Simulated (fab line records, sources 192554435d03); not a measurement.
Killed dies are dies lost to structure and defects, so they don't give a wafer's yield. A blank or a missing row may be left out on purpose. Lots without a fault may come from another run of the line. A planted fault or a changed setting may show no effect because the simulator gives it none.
Chamber matching | flow n5_finfet | N5_BEOL_M13_DEP_53 on pecvd-03: 3 sister chambers
The step deposits SiCN from 3MS/NH3, target thk 50 nm, time 17.8 s. 3 wafers are shown with their chamber, then 8 later ones without.

WAFERS WITH THEIR CHAMBER
wafer  | chamber | throttle_valve_pct (%)
L086.6 | 0       | 18.6
L087.5 | 1       | 18.7
L091.2 | 2       | 16.5

WAFERS WITHOUT THEIR CHAMBER
wafer  | throttle_valve_pct (%)
L091.3 | 18.6
L091.6 | 16.5
L093.1 | 18.5
L093.2 | 18.3
L093.5 | 16.5
L096.1 | 18.2
L096.3 | 16.8
L096.4 | 16.4

WHICH CHAMBER EACH WENT THROUGH
wafer  | from the rows above     | in truth
L091.3 | can't be placed: 0 or 1 | 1
L091.6 | 2                       | 2
L093.1 | can't be placed: 0 or 1 | 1
L093.2 | can't be placed: 0 or 1 | 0
L093.5 | 2                       | 2
L096.1 | can't be placed: 0 or 1 | 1
L096.3 | 2                       | 2
L096.4 | 2                       | 2
Placed correctly: 4 of 8. Can't be placed from these rows: 4 (the true chamber is among the candidates in 4). Placed wrongly: 0.
How it was worked out, from the rows above alone: a wafer's distance from a chamber is the root of the sum, over the readings, of the square of ((its reading less the chamber's mean) divided by the reading's scatter). The wafer belongs to the nearest chamber; if the next one is less than 2 further off, it can't be placed. A chamber's mean is the mean of its shown wafers. The scatter: with one shown wafer a chamber, the root of the mean of the squares of how far each hidden wafer lies from its nearest shown one.
